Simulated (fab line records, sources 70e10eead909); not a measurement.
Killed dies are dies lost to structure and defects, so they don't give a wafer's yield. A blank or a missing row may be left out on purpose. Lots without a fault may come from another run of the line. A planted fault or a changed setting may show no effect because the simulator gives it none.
Chamber matching | flow nand_harc | NHARC_A_CHANNEL_HOLE_D2_DESCUM_15 on rie_diel-06: 4 sister chambers
The step chemistry O2, time 3 s. 20 wafers are shown with their chamber, then 10 later ones without.

WAFERS WITH THEIR CHAMBER
wafer  | chamber | showerhead_plenum_p_Torr (Torr) | drypump_motor_current_A (A) | rf_vpp_V (V)
L074.1 | 2       | 1.79                            | 6.6                         | 56.7
L074.5 | 1       | 1.96                            | 5.8                         | 58.2
L074.6 | 0       | 1.99                            | 5.8                         | 57.7
L077.1 | 1       | 1.95                            | 5.9                         | 58.7
L077.2 | 0       | 1.99                            | 5.8                         | 57.1
L077.6 | 3       | 1.81                            | 6.5                         | 56.8
L078.2 | 2       | 1.79                            | 6.6                         | 56.2
L078.4 | 1       | 1.95                            | 5.9                         | 57.1
L078.5 | 3       | 1.81                            | 6.5                         | 57.7
L080.1 | 2       | 1.79                            | 6.6                         | 56.9
L080.4 | 0       | 1.99                            | 5.8                         | 57.5
L080.5 | 2       | 1.79                            | 6.6                         | 57.0
L082.1 | 0       | 1.99                            | 5.8                         | 58.7
L082.3 | 2       | 1.79                            | 6.6                         | 55.9
L082.6 | 0       | 1.99                            | 5.8                         | 57.8
L085.3 | 1       | 1.95                            | 5.9                         | 57.4
L085.5 | 0       | 1.99                            | 5.8                         | 57.8
L085.6 | 3       | 1.81                            | 6.5                         | 57.4
L087.2 | 2       | 1.79                            | 6.6                         | 56.2
L087.5 | 0       | 1.99                            | 5.8                         | 57.5

SIGNATURES (means of the wafers above)
reading                  | chamber 0 | chamber 1 | chamber 2 | chamber 3 | scatter within a chamber
showerhead_plenum_p_Torr | 1.9900    | 1.9525    | 1.7900    | 1.8100    | 0.00217
drypump_motor_current_A  | 5.800     | 5.875     | 6.600     | 6.500     | 0.0217
rf_vpp_V                 | 57.729    | 57.850    | 56.483    | 57.300    | 0.529
Rule: a wafer's distance from a chamber is the root of the sum, over the readings, of the square of ((its reading less the chamber's mean) divided by the reading's scatter). The wafer belongs to the nearest chamber; if the next one is less than 2 further off, it can't be placed. The scatter: the root of (the sum of the squares of (reading less its chamber's mean) over the shown wafers, divided by (wafers less chambers)).

WAFERS WITHOUT THEIR CHAMBER
wafer  | showerhead_plenum_p_Torr (Torr) | drypump_motor_current_A (A) | rf_vpp_V (V)
L087.6 | 1.81                            | 6.5                         | 57.4
L091.2 | 1.81                            | 6.5                         | 56.8
L091.3 | 1.95                            | 5.9                         | 57.9
L091.5 | 1.79                            | 6.6                         | 57.8
L093.1 | 1.78                            | 6.6                         | 56.7
L093.5 | 1.99                            | 5.8                         | 58.1
L093.6 | 1.95                            | 5.9                         | 58.2
L095.3 | 1.95                            | 5.9                         | 58.2
L095.5 | 1.99                            | 5.8                         | 57.4
L095.6 | 1.95                            | 5.9                         | 58.1

WHICH CHAMBER EACH WENT THROUGH
wafer  | from the rows above | in truth
L087.6 | 3                   | 3
L091.2 | 3                   | 3
L091.3 | 1                   | 1
L091.5 | 2                   | 2
L093.1 | 2                   | 2
L093.5 | 0                   | 0
L093.6 | 1                   | 1
L095.3 | 1                   | 1
L095.5 | 0                   | 0
L095.6 | 1                   | 1
Placed correctly: 10 of 10. Can't be placed from these rows: 0. Placed wrongly: 0.
